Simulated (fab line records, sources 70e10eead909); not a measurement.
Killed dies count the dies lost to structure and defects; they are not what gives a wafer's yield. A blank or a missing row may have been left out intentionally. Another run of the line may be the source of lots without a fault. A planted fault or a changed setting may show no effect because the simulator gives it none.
fab line records	flow nandHarc	part 1 of 2: steps 1 to 34 of 51
[record] lots = 5	wafers = 15	lastDay = 32
route steps=1302 shown P_ZERO_WELL@10
lots that met no fault: taken from a fault-free run of the same line
startH: start of the lot's first displayed wafer, in hours after the record's first day	waitH: time in hours since the lot's previous step	" identical to the entry in the row above	L1.1+2: several wafers, shown together as one row	- value missing, or start not given	* or withheld: withheld	< > ~ a bound
route shown NAME@n: NAME is a module with steps in the file, n the number in the route of the first one	usual: mean and standard deviation over wafers with no fault	same: alike in all rows	chamber/n: place in a boat	sites: the reading at each site	_std_site: standard deviation across them	_edge_site: the outer-site mean with the inner-site mean subtracted	radiusMm: for every site, how far away it sits from the centre of the wafer	mask NAME#n: copy n	behind: the tool/chamber that last shaped the wafer	hold: what put the lot on hold/how long, in hours/how the hold closed	device: the n, p or np transistor that did not switch	end of line: tests of these same wafers at the route's end	a step with no rows: only its recipe	killed: dies that structure and defects cost at the first sort, which is not the same as the wafer's yield	map: the dies of a wafer, with x for killed, . for not killed, _ for no die there
set.NAME: the setting the step ran with; set.NAME@STEP: the setting that earlier step ran with	model.NAME: the simulator's own value behind a step, which no gauge read
a table for each step, a row for each wafer; lots at some steps of the route
services: from which hour (startH, from the record's first day; less than 0 if before it) a tool's chamber was out of use, for how many hours, and why
[[steps]]
[step NHARC_P_ZERO_WELL_EBR_07]
lot.wafer	tool	chamber	startH	waitH
L074.1+5+6	lithoTrack-02	0	-	-
L076.1+4+6	lithoTrack-03	0	-	-
L086.1+2+3	lithoTrack-03	0	-	-
L092.2+4+6	lithoTrack-07	0	-	-
L096.2+4+5	lithoTrack-07	0	-	-
[step NHARC_P_ZERO_WELL_EXPOSE_08]
[recipe] na = 0.55	targetCdNm = 500	doseMj = 33.8	maskId = P_ZERO
lot.wafer	tool	chamber	startH	waitH	mask
L074.1+5+6	krfScanner-01	0	21.03	-	P_ZERO#0
L076.1+4+6	krfScanner-04	0	40.96	-	P_ZERO#0
L086.1+2+3	krfScanner-04	0	140.96	-	P_ZERO#0
L092.2+4+6	krfScanner-04	0	201.09	-	P_ZERO#0
L096.2+4+5	krfScanner-02	0	240.96	-	P_ZERO#0
[step NHARC_P_ZERO_WELL_PEB_09]
[recipe] pebTempC = 128	pebTimeS = 80
lot.wafer	tool	chamber	startH	waitH
L074.1+5+6	lithoTrack-03	0	21.10	0.1
L076.1+4+6	lithoTrack-02	0	41.03	0.1
L086.1+2+3	lithoTrack-02	0	141.03	0.1
L092.2+4+6	lithoTrack-03	0	201.16	0.1
L096.2+4+5	lithoTrack-03	0	241.03	0.1
[step NHARC_P_ZERO_WELL_DEVELOP_10]
[recipe] timeS = 50	devTempC = 22
lot.wafer	tool	chamber	startH	waitH
L074.1+5+6	lithoTrack-03	0	-	-
L076.1+4+6	lithoTrack-02	0	-	-
L086.1+2+3	lithoTrack-02	0	-	-
L092.2+4+6	lithoTrack-03	0	-	-
L096.2+4+5	lithoTrack-03	0	-	-
[step NHARC_P_ZERO_WELL_CD_MEAS_11]
[recipe] targetCdNm = 500	landingEnergyEv = 500
[usual] cdNm = 499.9/2
lot.wafer	tool	chamber	startH	waitH	cdNm
L074.1	cdSem-02	0	21.18	-	504.7
L074.5	"	0	"	"	502.6
L074.6	"	0	"	"	503.6
L076.1	cdSem-01	0	41.11	-	497.2
L076.4	"	0	"	"	499.7
L076.6	"	0	"	"	502.3
L086.1	cdSem-03	0	141.12	-	497.1
L086.2	"	0	"	"	502.7
L086.3	"	0	"	"	499.1
L092.2	cdSem-02	0	201.24	-	497.6
L092.4	"	0	"	"	500.3
L092.6	"	0	"	"	497.1
L096.2	cdSem-02	0	241.11	-	499.4
L096.4	"	0	"	"	498.5
L096.5	"	0	"	"	501.2
[step NHARC_P_ZERO_WELL_HARDBAKE_12]
[recipe] tempC = 118	timeS = 65
lot.wafer	tool	chamber	startH	waitH
L074.1+5+6	lithoTrack-07	0	21.26	-
L076.1+4+6	lithoTrack-02	0	41.19	-
L086.1+2+3	lithoTrack-03	0	141.20	-
L092.2+4+6	lithoTrack-07	0	201.32	-
L096.2+4+5	lithoTrack-02	0	241.19	-
[step NHARC_P_ZERO_WELL_DESCUM_13]
[recipe] timeS = 3	o2FlowSccm = 200	arFlowSccm = 0	biasPowerW = 0	chemistry = O2
[usual] drypumpMotorCurrentA = 5.8/0.57	oesProductAu = 0.998/0.0097	rfVppV = 57.7/0.92	showerheadPlenumPTorr = 1.87/0.079	throttleValvePct = 11.313/0.0088
lot.wafer	tool	chamber	startH	waitH	drypumpMotorCurrentA	oesProductAu	rfHoursCounterH	rfVppV	showerheadPlenumPTorr	throttleValvePct
L074.1	rieDiel-02	3	21.34	-	5.9	1.012	50	57.4	1.89	11.297
L074.5	"	3	"	"	5.9	1.002	-	58.8	1.89	11.318
L074.6	"	0	"	"	5.8	0.992	-	56.6	1.78	11.303
L076.4	rieDiel-12	0	43.35	-	4.9	0.985	36	58.1	1.82	11.298
L076.1	"	1	"	"	6.5	1.002	32	57.4	1.93	11.312
L076.6	"	0	"	"	4.9	0.984	-	57.9	1.82	11.332
L086.1	rieDiel-13	0	141.27	-	6.2	1.003	43	58.6	1.93	11.311
L086.3	"	1	"	"	6.3	1.007	46	56.2	1.81	11.316
L086.2	"	2	"	"	5.2	1.010	47	58.3	1.84	11.315
L092.2	rieDiel-12	1	201.42	-	6.5	1.013	33	57.6	1.91	11.311
L092.6	"	2	"	"	5.1	1.002	-	58.7	1.78	11.317
L092.4	"	3	"	"	5.7	0.994	-	55.3	1.99	11.326
L096.2	rieDiel-12	1	241.27	-	6.5	0.992	46	57.3	1.91	11.309
L096.4	"	2	"	"	5.1	0.989	45	57.4	1.78	11.320
L096.5	"	2	"	"	5.1	1.005	-	57.7	1.78	11.318
[step NHARC_P_ZERO_WELL_ETCH_65]
[recipe] targetDepthA = 800	overetchA = 240	timeS = 87.88	ionEnergyEv = 200	n2FlowSccm = 150	h2FlowSccm = 150	arFlowSccm = 0	rfW = 400	biasW = 150	chemistry = N2/H2
[usual] biasW = 150.0/0.43	drypumpMotorCurrentA = 5.7/0.57	oesProductAu = 0.998/0.01	rfVppV = 429.6/2.8	showerheadPlenumPTorr = 2.00/0.09	throttleValvePct = 14.172/0.0084
lot.wafer	tool	chamber	startH	waitH	biasW	drypumpMotorCurrentA	oesProductAu	rfHoursCounterH	rfVppV	showerheadPlenumPTorr	throttleValvePct
L074.1	rieDiel-02	0	21.44	0.1	150.0	5.8	1.000	46	425.3	1.89	14.171
L074.6	"	2	"	"	151.2	6.6	1.015	-	430.7	2.04	14.169
L074.5	"	3	"	"	149.5	5.9	1.008	-	432.0	2.01	14.163
L076.4	rieDiel-12	0	43.62	0.3	150.4	4.9	0.985	36	427.7	1.94	14.168
L076.1	"	2	"	"	150.2	5.1	1.000	36	428.1	1.91	14.162
L076.6	"	3	"	"	150.0	5.7	1.004	-	432.7	2.15	14.166
L086.2	rieDiel-13	2	141.36	0.1	150.1	5.3	0.994	47	428.1	1.96	14.180
L086.1	"	0	"	"	150.9	6.2	0.997	43	432.0	2.06	14.185
L086.3	"	1	"	"	149.8	6.2	0.998	46	428.3	1.93	14.169
L092.2	rieDiel-12	1	201.52	0.1	149.4	6.5	0.999	33	430.9	2.04	14.193
L092.6	"	2	"	"	149.9	5.1	1.001	-	427.1	1.90	14.165
L092.4	"	1	"	"	150.6	6.5	0.999	-	430.7	2.04	14.176
L096.4	rieDiel-12	2	241.35	0.1	149.9	5.1	1.016	45	427.0	1.89	14.179
L096.2	"	3	"	"	150.4	5.7	0.981	45	433.0	2.12	14.190
L096.5	"	3	"	"	149.4	5.7	0.986	-	435.1	2.12	14.168
[step NHARC_P_ZERO_WELL_ETCH_62]
[recipe] targetDepthA = 130	timeS = 6.5	chf3FlowSccm = 50	arFlowSccm = 200	rfW = 500	biasW = 200	chemistry = CHF3/Ar
[usual] biasW = 200.0/0.57	drypumpMotorCurrentA = 5.8/0.57	oesProductAu = 0.957/0.019	rfVppV = 369.6/2.3	showerheadPlenumPTorr = 2.30/0.094	throttleValvePct = 20.217/0.009
lot.wafer	tool	chamber	startH	waitH	biasW	drypumpMotorCurrentA	oesProductAu	rfHoursCounterH	rfVppV	showerheadPlenumPTorr	throttleValvePct
L074.1	rieDiel-02	2	-	-	199.7	6.6	0.990	52	370.2	2.35	20.213
L074.6	"	0	"	"	199.6	5.8	0.947	-	366.5	2.19	20.223
L074.5	"	1	"	"	200.3	5.0	0.977	-	367.8	2.21	20.222
L076.1	rieDiel-12	2	-	-	199.3	5.1	0.933	37	368.1	2.21	20.218
L076.4	"	0	"	"	198.9	4.9	0.927	36	368.7	2.24	20.210
L076.6	"	3	"	"	200.2	5.7	0.927	-	374.2	2.46	20.217
L086.2	rieDiel-13	1	-	-	200.1	6.3	0.968	46	366.6	2.22	20.197
L086.3	"	2	"	"	200.0	5.3	0.989	47	369.9	2.26	20.211
L086.1	"	3	"	"	200.3	5.4	0.999	49	373.3	2.46	20.227
L092.2	rieDiel-12	2	-	-	199.6	5.1	0.932	33	367.1	2.19	20.213
L092.4	"	2	"	"	199.8	5.1	0.925	-	368.0	2.19	20.214
L092.6	"	3	"	"	200.7	5.7	0.916	-	372.6	2.44	20.224
L096.2	rieDiel-12	3	-	-	199.9	5.7	0.966	45	373.2	2.43	20.211
L096.4	"	0	"	"	199.8	4.9	0.968	26	368.4	2.22	20.223
L096.5	"	3	"	"	198.6	5.7	0.961	-	372.8	2.43	20.219
[step NHARC_P_ZERO_WELL_ETCH_63]
[recipe] targetDepthA = 1200	timeS = 40.1	hbrFlowSccm = 150	cl2FlowSccm = 50	rfW = 400	icpW = 400	biasW = 100	chemistry = HBr/Cl2
[usual] biasW = 100.03/0.3	drypumpMotorCurrentA = 5.7/0.44	mfcCl2Sccm = 49.99/0.16	oesProductAu = 1.006/0.0087	throttleValvePct = 26.405/0.0097
lot.wafer	tool	chamber	startH	waitH	biasW	drypumpMotorCurrentA	mfcCl2Sccm	oesProductAu	rfHoursCounterH	throttleValvePct
L074.1	rieSi-02	3	21.60	-	99.86	5.1	50.11	1.014	0.6	26.399
L074.5	"	3	"	"	100.02	5.1	50.02	1.004	-	26.401
L074.6	"	0	"	"	99.28	5.5	49.89	0.999	-	26.410
L076.1	rieSi-04	0	44.18	-	99.97	6.2	49.92	1.017	0.1	26.411
L076.6	"	3	"	"	99.92	6.2	50.15	0.991	-	26.389
L076.4	"	0	"	"	99.96	6.2	49.80	1.001	-	26.392
L086.2	rieSi-06	1	141.54	-	100.55	6.2	50.10	0.997	0.4	26.404
L086.1	"	2	"	"	100.09	5.6	50.16	1.000	0.4	26.400
L086.3	"	3	"	"	99.82	5.9	50.28	1.008	0.4	26.404
L092.2	rieSi-06	1	201.69	-	100.10	6.2	49.86	0.995	0.6	26.409
L092.4	"	3	"	"	99.59	5.9	50.03	1.025	0.7	26.415
L092.6	"	2	"	"	99.35	5.6	49.81	1.000	-	26.402
L096.2	rieSi-06	0	241.55	-	100.36	6.2	49.92	1.008	0.9	26.397
L096.4	"	1	"	"	99.77	6.2	50.29	0.998	0.9	26.419
L096.5	"	2	"	"	100.10	5.6	50.19	1.017	-	26.418
[step NHARC_P_ZERO_WELL_STRIP_15]
[recipe] timeS = 900	tempC = 130	chemistry = SPM
lot.wafer	tool	chamber	startH	waitH
L074.5+1+6	wetBench-04	4,6,1	21.75	-
L076.1+4+6	wetBench-04	3,4,7	44.34	-
L086.1+3+2	wetBench-04	1,2,3	141.69	-
L092.4+2+6	wetBench-01	3,4,5	201.84	-
L096.4+5+2	wetBench-04	4,6,7	241.69	-
[step NHARC_P_ZERO_WELL_DEHYDRATE_16]
[recipe] tempC = 150	timeS = 120
lot.wafer	tool	chamber	startH	waitH
L074.1+5+6	lithoTrack-02	0	22.12	-
L076.1+4+6	lithoTrack-02	0	44.69	-
L086.1+2+3	lithoTrack-02	0	142.03	-
L092.2+4+6	lithoTrack-03	0	202.19	-
L096.2+4+5	lithoTrack-07	0	242.03	-
[step NHARC_P_ZERO_WELL_HMDS_17]
[recipe] timeS = 30
lot.wafer	tool	chamber	startH	waitH
L074.1+5+6	lithoTrack-02	0	-	-
L076.1+4+6	lithoTrack-02	0	-	-
L086.1+2+3	lithoTrack-02	0	-	-
L092.2+4+6	lithoTrack-03	0	-	-
L096.2+4+5	lithoTrack-07	0	-	-
[step NHARC_P_ZERO_WELL_COAT_18]
[recipe] spinRpm = withheld
lot.wafer	tool	chamber	startH	waitH
L074.1+5+6	lithoTrack-02	0	-	-
L076.1+4+6	lithoTrack-02	0	-	-
L086.1+2+3	lithoTrack-02	0	-	-
L092.2+4+6	lithoTrack-03	0	-	-
L096.2+4+5	lithoTrack-07	0	-	-
[step NHARC_P_ZERO_WELL_SOFTBAKE_19]
[recipe] tempC = 122	timeS = 95
lot.wafer	tool	chamber	startH	waitH
L074.1+5+6	lithoTrack-02	0	-	-
L076.1+4+6	lithoTrack-02	0	-	-
L086.1+2+3	lithoTrack-02	0	-	-
L092.2+4+6	lithoTrack-03	0	-	-
L096.2+4+5	lithoTrack-07	0	-	-
[step NHARC_P_ZERO_WELL_EBR_20]
lot.wafer	tool	chamber	startH	waitH
L074.1+5+6	lithoTrack-02	0	-	-
L076.1+4+6	lithoTrack-02	0	-	-
L086.1+2+3	lithoTrack-02	0	-	-
L092.2+4+6	lithoTrack-03	0	-	-
L096.2+4+5	lithoTrack-07	0	-	-
[step NHARC_P_ZERO_WELL_EXPOSE_21]
[recipe] na = 0.6	targetCdNm = 720	doseMj = 22.31	maskId = P_NWELL
lot.wafer	tool	chamber	startH	waitH	mask
L074.1+5+6	krfScanner-02	0	22.26	-	P_NWELL#0
L076.1+4+6	krfScanner-02	0	44.96	-	P_NWELL#0
L086.1+2+3	krfScanner-02	0	142.17	-	P_NWELL#0
L092.2+4+6	krfScanner-02	0	202.46	-	P_NWELL#0
L096.2+4+5	krfScanner-02	0	242.18	-	P_NWELL#0
[step NHARC_P_ZERO_WELL_PEB_22]
[recipe] pebTempC = 118	pebTimeS = 85
lot.wafer	tool	chamber	startH	waitH
L074.1+5+6	lithoTrack-03	0	22.33	0.1
L076.1+4+6	lithoTrack-03	0	45.02	0.1
L086.1+2+3	lithoTrack-03	0	142.24	0.1
L092.2+4+6	lithoTrack-02	0	202.52	0.1
L096.2+4+5	lithoTrack-03	0	242.24	0.1
[step NHARC_P_ZERO_WELL_DEVELOP_23]
[recipe] timeS = 70
lot.wafer	tool	chamber	startH	waitH
L074.1+5+6	lithoTrack-03	0	-	-
L076.1+4+6	lithoTrack-03	0	-	-
L086.1+2+3	lithoTrack-03	0	-	-
L092.2+4+6	lithoTrack-02	0	-	-
L096.2+4+5	lithoTrack-03	0	-	-
[step NHARC_P_ZERO_WELL_CD_MEAS_24]
[recipe] targetCdNm = 720	landingEnergyEv = 500
[usual] cdNm = 719.6/1.5
lot.wafer	tool	chamber	startH	waitH	cdNm
L074.1	cdSem-02	0	22.42	-	716.6
L074.5	"	0	"	"	719.3
L074.6	"	0	"	"	720.6
L076.1	cdSem-02	0	45.11	-	716.2
L076.4	"	0	"	"	718.6
L076.6	"	0	"	"	720.0
L086.1	cdSem-02	0	142.33	-	717.9
L086.2	"	0	"	"	718.3
L086.3	"	0	"	"	718.9
L092.2	cdSem-03	0	202.62	-	719.3
L092.4	"	0	"	"	719.2
L092.6	"	0	"	"	718.1
L096.2	cdSem-02	0	242.33	-	720.3
L096.4	"	0	"	"	719.6
L096.5	"	0	"	"	721.2
[step NHARC_P_ZERO_WELL_HARDBAKE_25]
[recipe] tempC = 125	timeS = 80
lot.wafer	tool	chamber	startH	waitH
L074.1+5+6	lithoTrack-07	0	22.50	-
L076.1+4+6	lithoTrack-03	0	45.19	-
L086.1+2+3	lithoTrack-02	0	142.41	-
L092.2+4+6	lithoTrack-03	0	202.70	-
L096.2+4+5	lithoTrack-03	0	242.41	-
[step NHARC_P_ZERO_WELL_DESCUM_26]
[recipe] timeS = 3	o2FlowSccm = 200	arFlowSccm = 0	biasPowerW = 0	chemistry = O2
[usual] drypumpMotorCurrentA = 5.7/0.54	oesProductAu = 1.000/0.011	rfVppV = 57.6/0.93	showerheadPlenumPTorr = 1.88/0.081	throttleValvePct = 11.311/0.0097
lot.wafer	tool	chamber	startH	waitH	drypumpMotorCurrentA	oesProductAu	rfHoursCounterH	rfVppV	showerheadPlenumPTorr	throttleValvePct
L074.1	rieDiel-13	2	22.58	-	5.3	1.014	8	58.8	1.85	11.323
L074.5	"	2	"	"	5.3	1.008	-	58.5	1.85	11.318
L074.6	"	3	"	"	5.4	1.018	-	57.5	2.02	11.319
L076.4	rieDiel-13	0	45.29	-	6.2	1.007	7	58.3	1.94	11.306
L076.1	"	1	"	"	6.3	1.002	13	57.7	1.82	11.318
L076.6	"	3	"	"	5.4	1.002	-	59.9	2.02	11.310
L086.1	rieDiel-13	1	142.49	-	6.3	1.003	46	56.7	1.81	11.309
L086.3	"	2	"	"	5.3	1.007	47	57.4	1.84	11.310
L086.2	"	0	"	"	6.2	0.993	43	57.5	1.93	11.308
L092.2	rieDiel-12	1	202.81	-	6.5	1.001	33	58.7	1.91	11.328
L092.6	"	2	"	"	5.1	1.007	-	57.9	1.78	11.316
L092.4	"	1	"	"	6.5	0.999	-	56.9	1.91	11.308
L096.4	rieDiel-13	0	242.50	-	6.2	1.001	28	58.0	1.92	11.319
L096.2	"	1	"	"	6.3	0.989	28	55.6	1.80	11.312
L096.5	"	3	"	"	5.4	1.005	-	58.9	2.00	11.297
[step NHARC_P_ZERO_WELL_IMPLANT_27]
[recipe] energyKev = 600	doseCm2 = 1e+13	tiltDeg = 7
lot.wafer	tool	chamber	startH	waitH
L074.1+5+6	implanter-01	0	22.73	0.1
L076.1+4+6	implanter-02	0	45.42	0.1
L086.1+2+3	implanter-02	0	142.64	0.1
L092.2+4+6	implanter-01	0	202.98	0.2
L096.2+4+5	implanter-02	0	242.66	0.1
[step NHARC_P_ZERO_WELL_IMPLANT_57]
[recipe] energyKev = 250	doseCm2 = 4e+12	tiltDeg = 7
lot.wafer	tool	chamber	startH	waitH
L074.1+5+6	implanter-01	0	22.91	0.2
L076.1+4+6	implanter-02	0	45.60	0.1
L086.1+2+3	implanter-02	0	142.82	0.2
L092.2+4+6	implanter-01	0	203.16	0.1
L096.2+4+5	implanter-02	0	242.84	0.1
[step NHARC_P_ZERO_WELL_IMPLANT_58]
[recipe] energyKev = 100	doseCm2 = 2e+12	tiltDeg = 7
lot.wafer	tool	chamber	startH	waitH
L074.1+5+6	implanter-01	0	23.09	0.1
L076.1+4+6	implanter-02	0	45.79	0.2
L086.1+2+3	implanter-02	0	143.00	0.2
L092.2+4+6	implanter-01	0	203.34	0.1
L096.2+4+5	implanter-02	0	243.02	0.1
[step NHARC_P_ZERO_WELL_STRIP_28]
[recipe] timeS = 840	tempC = 130	chemistry = SPM
lot.wafer	tool	chamber	startH	waitH
L074.5+6+1	wetBench-04	0,2,4	23.30	0.1
L076.6+4+1	wetBench-03	0,2,3	46.01	0.0
L086.3+1+2	wetBench-04	1,3,4	143.22	0.1
L092.2+4+6	wetBench-01	5,6,0	203.53	0.2
L096.2+4+5	wetBench-03	7,0,3	243.21	0.2
[step NHARC_P_ZERO_WELL_DEHYDRATE_29]
[recipe] tempC = 150	timeS = 120
lot.wafer	tool	chamber	startH	waitH
L074.1+5+6	lithoTrack-03	0	23.64	-
L076.1+4+6	lithoTrack-07	0	46.33	-
L086.1+2+3	lithoTrack-02	0	143.54	-
L092.2+4+6	lithoTrack-02	0	203.85	-
L096.2+4+5	lithoTrack-02	0	243.55	-
[step NHARC_P_ZERO_WELL_HMDS_30]
[recipe] timeS = 30
lot.wafer	tool	chamber	startH	waitH
L074.1+5+6	lithoTrack-03	0	-	-
L076.1+4+6	lithoTrack-07	0	-	-
L086.1+2+3	lithoTrack-02	0	-	-
L092.2+4+6	lithoTrack-02	0	-	-
L096.2+4+5	lithoTrack-02	0	-	-
[step NHARC_P_ZERO_WELL_COAT_31]
[recipe] spinRpm = withheld
lot.wafer	tool	chamber	startH	waitH
L074.1+5+6	lithoTrack-03	0	-	-
L076.1+4+6	lithoTrack-07	0	-	-
L086.1+2+3	lithoTrack-02	0	-	-
L092.2+4+6	lithoTrack-02	0	-	-
L096.2+4+5	lithoTrack-02	0	-	-
[step NHARC_P_ZERO_WELL_SOFTBAKE_32]
[recipe] tempC = 122	timeS = 95
lot.wafer	tool	chamber	startH	waitH
L074.1+5+6	lithoTrack-03	0	-	-
L076.1+4+6	lithoTrack-07	0	-	-
L086.1+2+3	lithoTrack-02	0	-	-
L092.2+4+6	lithoTrack-02	0	-	-
L096.2+4+5	lithoTrack-02	0	-	-
[step NHARC_P_ZERO_WELL_EBR_33]
lot.wafer	tool	chamber	startH	waitH
L074.1+5+6	lithoTrack-03	0	-	-
L076.1+4+6	lithoTrack-07	0	-	-
L086.1+2+3	lithoTrack-02	0	-	-
L092.2+4+6	lithoTrack-02	0	-	-
L096.2+4+5	lithoTrack-02	0	-	-
[step NHARC_P_ZERO_WELL_EXPOSE_34]
[recipe] na = 0.6	targetCdNm = 720	doseMj = 22.31	maskId = P_PWELL
lot.wafer	tool	chamber	startH	waitH	mask
L074.1+5+6	krfScanner-04	0	23.91	-	P_PWELL#0
L076.1+4+6	krfScanner-04	0	46.47	-	P_PWELL#0
L086.1+2+3	krfScanner-04	0	143.81	-	P_PWELL#0
L092.2+4+6	krfScanner-01	0	204.00	-	P_PWELL#0
L096.2+4+5	krfScanner-01	0	243.82	-	P_PWELL#0
[step NHARC_P_ZERO_WELL_PEB_35]
[recipe] pebTempC = 118	pebTimeS = 85
lot.wafer	tool	chamber	startH	waitH
L074.1+5+6	lithoTrack-03	0	23.97	0.1
L076.1+4+6	lithoTrack-02	0	46.54	0.1
L086.1+2+3	lithoTrack-02	0	143.87	0.1
L092.2+4+6	lithoTrack-07	0	204.06	0.1
L096.2+4+5	lithoTrack-03	0	243.88	0.1
[step NHARC_P_ZERO_WELL_DEVELOP_36]
[recipe] timeS = 70
lot.wafer	tool	chamber	startH	waitH
L074.1+5+6	lithoTrack-03	0	-	-
L076.1+4+6	lithoTrack-02	0	-	-
L086.1+2+3	lithoTrack-02	0	-	-
L092.2+4+6	lithoTrack-07	0	-	-
L096.2+4+5	lithoTrack-03	0	-	-
